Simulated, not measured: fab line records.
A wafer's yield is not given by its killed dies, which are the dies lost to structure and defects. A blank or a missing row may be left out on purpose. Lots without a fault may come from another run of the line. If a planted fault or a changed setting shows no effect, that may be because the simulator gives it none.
Matching of chambers + flow n5 finfet + N5_BEOL_M4_ALD_98 on ald sin-04 has 4 sister chambers
The step deposits SiO2, target thk 2.5 nm, pulse time 1 s, co reactant pulse time 1 s. 20 wafers are shown with their chamber, then 10 later ones without.

## WAFERS WITH THEIR CHAMBER
| wafer  | chamber | heater power w (W) | precursor pulse height rel |
|--------|---------|--------------------|----------------------------|
| L075.2 | 1       | 74                 | 0.977                      |
| L075.4 | 2       | 81                 | 1.014                      |
| L075.6 | 2       | 80                 | 1.029                      |
| L077.1 | 1       | 75                 | 1.010                      |
| L077.2 | 0       | 88                 | 0.972                      |
| L077.3 | 3       | 80                 | 0.993                      |
| L079.1 | 3       | 77                 | 0.955                      |
| L079.3 | 0       | 88                 | 0.971                      |
| L079.5 | 3       | 80                 | 1.004                      |
| L083.1 | 1       | 74                 | 0.982                      |
| L083.4 | 2       | 78                 | 1.048                      |
| L083.5 | 3       | 79                 | 0.979                      |
| L084.2 | 1       | 75                 | 0.997                      |
| L084.3 | 0       | 87                 | 0.982                      |
| L084.6 | 1       | 75                 | 1.038                      |
| L085.3 | 3       | 80                 | 1.027                      |
| L085.5 | 1       | 73                 | 0.991                      |
| L085.6 | 0       | 86                 | 0.997                      |
| L087.1 | 2       | 80                 | 1.004                      |
| L087.2 | 1       | 76                 | 1.042                      |

SIGNATURES (averages over the wafers above)
| reading                    | chamber 0 | chamber 1 | chamber 2 | chamber 3 | scatter within a chamber |
|----------------------------|-----------|-----------|-----------|-----------|--------------------------|
| heater power w             | 87.25     | 74.57     | 79.75     | 79.20     | 1.12                     |
| precursor pulse height rel | 0.98050   | 1.00529   | 1.02375   | 0.99160   | 0.023                    |
Rule: a wafer's distance from a chamber is the root of the sum, over the readings, of the square of ((its reading less the chamber's mean) divided by the reading's scatter). The wafer belongs to the nearest chamber; if the next one is less than 2 further off, it can't be placed. The scatter is the square root of a quotient: the sum, over the shown wafers, of each reading's squared deviation from its chamber's mean, divided by wafers minus chambers.

## WAFERS WITHOUT THEIR CHAMBER
| wafer  | heater power w (W) | precursor pulse height rel |
|--------|--------------------|----------------------------|
| L087.5 | 78                 | 0.984                      |
| L086.2 | 80                 | 1.020                      |
| L086.3 | 79                 | 1.003                      |
| L086.6 | 88                 | 0.999                      |
| L091.1 | 73                 | 1.020                      |
| L091.4 | 89                 | 0.999                      |
| L091.5 | 79                 | 0.973                      |
| L097.2 | 89                 | 1.042                      |
| L097.4 | 74                 | 1.029                      |
| L097.5 | 80                 | 1.001                      |

## EACH ONE'S CHAMBER
| wafer  | from the rows above     | in truth |
|--------|-------------------------|----------|
| L087.5 | can't be placed: 3 or 2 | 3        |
| L086.2 | can't be placed: 2 or 3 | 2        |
| L086.3 | can't be placed: 3 or 2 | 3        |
| L086.6 | 0                       | 0        |
| L091.1 | 1                       | 1        |
| L091.4 | 0                       | 0        |
| L091.5 | can't be placed: 3 or 2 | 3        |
| L097.2 | 0                       | 0        |
| L097.4 | 1                       | 1        |
| L097.5 | can't be placed: 3 or 2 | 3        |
5 of 10 placed correctly. From these rows, 5 cannot be placed; in 5 the true chamber is one of the candidates. Wrongly placed: 0.
